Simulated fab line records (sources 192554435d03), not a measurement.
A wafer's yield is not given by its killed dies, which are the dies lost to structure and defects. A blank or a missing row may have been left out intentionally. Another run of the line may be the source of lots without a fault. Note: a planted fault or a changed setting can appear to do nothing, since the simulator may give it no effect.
A struck lot beside a sound one ; flow n5Finfet ; 17 out of 1938 route steps
Sound: the wafers L577.2, L577.4, L577.6. The struck wafers were L588.1, L588.4, L588.5. The cause comes at the end.
Order at every step that has rows: each side's tool, ch and its chambers, its first start. Under that, the readings that differ: sound wafers ; struck wafers ; difference of the means ; sigmas: that difference in standard deviations of wafers without a fault.
alike: words and numbers the same on both sides, and readings whose means are apart by under 2 such deviations; not compared: readings that were withheld, readings missing a value for some wafer, numbers with overlapping values and no deviation given by the record, and bounds like >300 which may hide the same value.
Wherever a step has rows on one side only, a row that says differs or no value, or a row with sigmas, the two part there. Non-overlapping numbers with no deviation appear without sigmas and do not part them. A reading that every wafer of one side lacks parts them only if that side has two wafers or more.

first, 1 step without rows for these wafers: N5_BEOL_M2_ANNEAL_95 (time 240 s).
N5_BEOL_M2_SPUTTER_96: material Cu, target thk 4.5 nm, time 8.29 s.
  struck on pvdSputter-01, day 9 20:50; sound on pvdSputter-02, day 7 23:46
  alike: substrateTempC, susceptorTempC, throttleValvePct
then, 1 step without rows for these wafers: N5_BEOL_M2_ECD_50 (material Cu, target thk 300 nm).
N5_BEOL_M2_ANNEAL_51: time 90 s.
  sound on rtpAnneal-02 ch 0, day 8 00:02; struck on rtpAnneal-01 ch 0, day 9 21:02
  alike: wafer_temp_C_max
then, 1 step without rows for these wafers: N5_BEOL_M2_CMP_52 (polishes, stops on SiOC, t overpolish 6.8 s, target thk 40 nm).
N5_BEOL_M2_THK_MEAS_53: measures by xrf.
  struck on filmMetro-02, day 9 21:37; sound on filmMetro-01, day 8 00:35
  alike: M2_THK
N5_BEOL_M2_PRE_CLEAN_60: time 15 s.
  sound on cvdCo-01 ch 1,2, day 8 00:37; struck on cvdCo-01 ch 1,2, day 9 21:40
  alike: heaterPowerW
  not compared: susceptorTempC
N5_BEOL_M2_CO_CAP_55: material Co, precursor CCTBA/H2, target thk 2 nm, time 102.1 s.
  sound on cvdCo-01 ch 1,2, day 8 00:40; struck on cvdCo-01 ch 1,2, day 9 21:42
  alike: heaterPowerW, susceptorTempC
then, 1 step without rows for these wafers: N5_BEOL_M2_PRE_CLEAN_56 (time 15 s).
N5_BEOL_M2_DEP_57: deposits SiCN from 3MS/NH3, target thk 8 nm, time 14 s.
  sound on pecvd-04 ch 0,1,2, day 8 00:46; struck on pecvd-02 ch 0,1,2, day 9 21:49
  alike: showerheadPlenumPTorr, throttleValvePct
N5_BEOL_M2_RS_MEAS_58: uses a four-point probe to measure.
  struck on filmMetro-01, day 9 21:53; sound on filmMetro-01, day 8 00:50
  alike: M2_RS
N5_BEOL_M2_INSPECT_59: inspects for defects (darkfield).
  struck on defectInspect-02, day 9 21:55; sound on defectInspect-02, day 8 00:52
  alike: rawDefectCount
N5_BEOL_M3_ILD_DEP_00: deposits SiOC from DEMS/O2, target thk 79 nm, time 15.3 s.
  sound on pecvd-03 ch 0,1, day 8 00:54; struck on pecvd-04 ch 0,1,2, day 9 21:57
  alike: heaterPowerW, showerheadPlenumPTorr, susceptorTempC, throttleValvePct
N5_BEOL_M3_THK_MEAS_01:
  struck on filmMetro-01, day 9 22:01; sound on filmMetro-01, day 8 00:58
reading;sound;struck;difference;sigmas
M3_ILD_THK (nm);78.3 80.6 79.7;60.7 61.1 60.5;-18.8;-14
then, 1 step without rows for these wafers: N5_BEOL_M3_PECVD_72 (deposits SiO2 from TEOS/O2, target thk 16 nm, time 18 s).
N5_BEOL_M4_RC_MEAS_101:
  sound on prober-01 ch 0, day 8 17:44; struck on prober-01 ch 0, day 11 01:46
  alike: DIBL_N, DIBL_P, IOFF_N, IOFF_P, ION_N, ION_P, SS_N, SS_P, VT_N, VT_P
-- record jumps: 4 days separate the struck wafers' starts on either side; left off in module BEOL_M4, taken up again in module PASSIVATION, whose first shown step is the route's number 1936 --
N5_PASSIVATION_PROBE_49:
  the record has rows for the struck wafers here (prober-01, day 15 06:22) and none for the sound ones

## WHERE THEY PART
Last at N5_PASSIVATION_PROBE_49 as far as this record goes, first at N5_BEOL_M3_THK_MEAS_01.

WHY: whatever the simulator had introduced
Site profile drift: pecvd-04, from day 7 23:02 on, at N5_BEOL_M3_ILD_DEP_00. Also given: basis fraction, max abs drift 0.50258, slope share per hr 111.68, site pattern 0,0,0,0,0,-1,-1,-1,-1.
